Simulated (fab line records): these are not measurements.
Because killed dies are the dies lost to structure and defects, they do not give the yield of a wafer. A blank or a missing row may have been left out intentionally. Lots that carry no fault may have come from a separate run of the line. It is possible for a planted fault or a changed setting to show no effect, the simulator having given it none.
Problem report, 8D (eight disciplines) form, completed by code    flow nandHarc    the parts of the form that need people (team, actions taken, sign-off) are left out

1. PROBLEM STATEMENT
At NHARC_A_CHANNEL_HOLE_D2_INSPECT_40, rawDefectCount averages 1286 over 2 wafers from 2 lots, while fault-free wafers read 292, standard deviation 89. Relative to the usual mean, that is a shift of +11 standard deviations.
Earliest sighting: wafer L148.1 on defectInspect-02 at day 16 13:13. The record has a number at this step for 35 wafers belonging to 13 lots. By rule, "out" or "out of limits" means more than 4 standard deviations away from the usual mean. Any other wafer with a number is counted as sound.

2. WHAT IT IS, WHAT IT ISN'T
question                     is                      is not
which readings at this step  rawDefectCount          -
which lots                   L148, L149              L140, L141, L142, L144, L145, L146, L154, L157, L161, L162, L163
which wafers of those lots   all that have a number  -
read on which gauges         defectInspect-02        defectInspect-01
when                         from day 16 13:13       up to then (18 sound wafers); but 15 sound wafers of L154, L157, L161, L162, L163 came after

3. THE SUSPECTS, EACH WITH WHAT RULES IT OUT
Counting: a tool at a process step up to the reading stays a suspect if it ran every lot that is out and no sound lot after the first of them.
- the gauge at NHARC_A_CHANNEL_HOLE_D2_INSPECT_40: kept. All the wafers that are out were read on defectInspect-02, and no step on other tools shows them out.
- harEtch-01 at NHARC_A_CHANNEL_HOLE_D2_ETCH_19 (etches the open film in C4F8/O2/Ar, time 34.5 s): ruled out as a lasting fault. Sound lots L157, L162 ran on it after its first lot that is out, L148 (day 16 07:30).
- harEtch-01 at NHARC_A_CHANNEL_HOLE_D2_ETCH_20 (etches the open film in C4F8/O2/Ar, time 361.9 s, target depth 1600 nm): ruled out as a lasting fault. Sound lots L157, L162 ran on it after its first lot that is out, L148 (day 16 07:37).
- harEtch-01 at NHARC_A_CHANNEL_HOLE_D2_ETCH_23 (etches the open film in C4F8/O2/Ar, time 819 s, target depth 1600 nm): ruled out as a lasting fault. Sound lots L157, L162 ran on it after its first lot that is out, L148 (day 16 08:56).
Left after counting: defectInspect-02 at NHARC_A_CHANNEL_HOLE_D2_INSPECT_40.

4. THE CAUSE (what the simulator had put in)
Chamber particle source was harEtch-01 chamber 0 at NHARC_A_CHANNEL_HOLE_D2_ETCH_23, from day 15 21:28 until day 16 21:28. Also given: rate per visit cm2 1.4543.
It was ruled out by counting, in error; the rule expects a fault to strike all lots run on its tool from its start on, and this fault did not.

5. THE CHAIN OF EFFECTS, in route order
Rows list readings where the struck wafers' mean (over those with a number) sits beyond 3 standard deviations from the usual. Only readings for which the record gives a usual standard deviation are gone through. hours: the time from each lot's start at the first step in this table that gives one to its start at this step, as a median over the lots. sigmas: the change in usual standard deviations.
hours  step                                reading         usual  on struck wafers  change  sigmas
0      NHARC_A_CHANNEL_HOLE_D2_INSPECT_40  rawDefectCount  292    1286              +994    +11
273    NHARC_END_SORT_01                   killedAtArray   52     116               +64     +3.3
273    NHARC_END_SORT_01                   killedDies      56     118               +62     +3.3

6. WHAT WOULD HAVE CAUGHT IT SOONER
Counted from the fault's start at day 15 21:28, it took 16 hours until the first out-of-limits reading at a measuring or inspecting step in this record, taken at day 16 13:13.
No tool reading at NHARC_A_CHANNEL_HOLE_D2_ETCH_23 that has a usual standard deviation in the record was out on any struck wafer, so an alarm limit of 4 standard deviations on those readings would not have fired.
